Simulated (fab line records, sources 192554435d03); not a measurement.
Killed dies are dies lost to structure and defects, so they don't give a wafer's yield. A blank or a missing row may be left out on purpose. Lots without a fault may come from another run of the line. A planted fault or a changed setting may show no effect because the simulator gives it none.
Which tool did it? | flow n5_finfet | 12 lots, 36 wafers sampled, at 4 steps of a route of 1938

WHAT THE GAUGES READ, wafer by wafer
N5_BEOL_M0_SAQP_OVL_MEAS_15.
lot  | measured     | on         | M0_CORE_OVL (nm)
L075 | day 5 21:21  | overlay-02 | -2.0 -0.8 -1.6
L077 | day 6 02:47  | overlay-02 | -0.5 0.2 -0.2
L079 | day 6 18:25  | overlay-01 | -1.1 -1.3 -0.8
L081 | day 7 01:14  | overlay-02 | -1.1 -1.8 -1.3
L083 | day 7 17:15  | overlay-02 | 0.9 0.2 -1.0
L086 | day 8 10:44  | overlay-02 | -1.2 -0.8 -0.7
L087 | day 8 14:11  | overlay-02 | 0.6 0.3 0.1
L089 | day 9 06:57  | overlay-02 | -1.1 -0.1 -1.0
L091 | day 9 17:14  | overlay-01 | 0.5 -1.1 -0.9
L093 | day 10 06:32 | overlay-02 | -0.4 -0.3 0.1
L095 | day 11 04:55 | overlay-02 | -0.2 0.0 -0.7
L097 | day 11 04:36 | overlay-02 | -1.3 -1.6 -1.9

WHICH TOOL RAN EACH LOT (tool, then ch and the chambers of the sampled wafers, then the start)
lot  | N5_MOL_CONTACT_COAG_ETCH_124       | N5_BEOL_M0_SAQP_PECVD_96        | N5_BEOL_M0_SAQP_PECVD_04
L075 | rie_diel-01 ch 0,1,3, day 5 14:33  | pecvd-01 ch 0,1,2, day 5 20:47  | pecvd-01 ch 0,1,2, day 5 20:52
L077 | rie_diel-02 ch 1,3, day 5 21:07    | pecvd-02 ch 1,2, day 6 02:13    | pecvd-02 ch 1,2, day 6 02:18
L079 | rie_diel-02 ch 2,3, day 6 10:35    | pecvd-04 ch 0,1,2, day 6 17:50  | pecvd-04 ch 0,1,2, day 6 17:56
L081 | rie_diel-02 ch 0,1,2, day 6 18:47  | pecvd-01 ch 0,1,2, day 7 00:33  | pecvd-01 ch 0,1,2, day 7 00:38
L083 | rie_diel-01 ch 1,3, day 7 10:17    | pecvd-04 ch 0,1, day 7 16:33    | pecvd-04 ch 0,1, day 7 16:38
L086 | rie_diel-02 ch 0,1,2, day 8 04:49  | pecvd-02 ch 0,1,2, day 8 10:02  | pecvd-02 ch 0,1,2, day 8 10:07
L087 | rie_diel-02 ch 1,3, day 8 07:28    | pecvd-01 ch 0,2, day 8 13:21    | pecvd-01 ch 0,2, day 8 13:26
L089 | rie_diel-01 ch 0,1,2, day 9 00:31  | pecvd-01 ch 0,2, day 9 06:16    | pecvd-01 ch 0,2, day 9 06:20
L091 | rie_diel-01 ch 1,3, day 9 11:26    | pecvd-02 ch 1,2, day 9 16:32    | pecvd-02 ch 1,2, day 9 16:37
L093 | rie_diel-01 ch 1,2,3, day 9 23:42  | pecvd-04 ch 0,1,2, day 10 05:49 | pecvd-04 ch 0,1,2, day 10 05:54
L095 | rie_diel-01 ch 1,3, day 10 09:00   | pecvd-04 ch 1, day 11 04:07     | pecvd-04 ch 1, day 11 04:15
L097 | rie_diel-02 ch 0,1,3, day 10 18:30 | pecvd-02 ch 0,2, day 11 04:00   | pecvd-02 ch 0,2, day 11 04:05
- N5_MOL_CONTACT_COAG_ETCH_124: etches SiNx in CH3F/O2, stops on SiOC, target depth 6.5 nm.
- N5_BEOL_M0_SAQP_PECVD_96: deposits a-Si from SiH4/He, target thk 45 nm, time 45.2 s.
- N5_BEOL_M0_SAQP_PECVD_04: deposits a-Si from SiH4/He, target thk 60 nm, time 60.2 s.

THE ANSWER, worked out from the rows above alone
Rule: what is usual is taken from the lots themselves. Put in order of their means at a reading, lots are off if they are a third of the lots or fewer, leave a main group of 4 or more, and stand apart from it by a gap of 3 or more times the standard deviation of the main group's means; of several such gaps the widest counts. A main group whose means are all the same, to the digits that the tables above print for the reading, isn't used. A lot without any number at a reading at which 4 lots or more have one is off too. The other lots that the step has rows for count as sound.
No lot is off at any reading shown: from this, nothing can be told.

WHAT THE SIMULATOR HAD PUT IN
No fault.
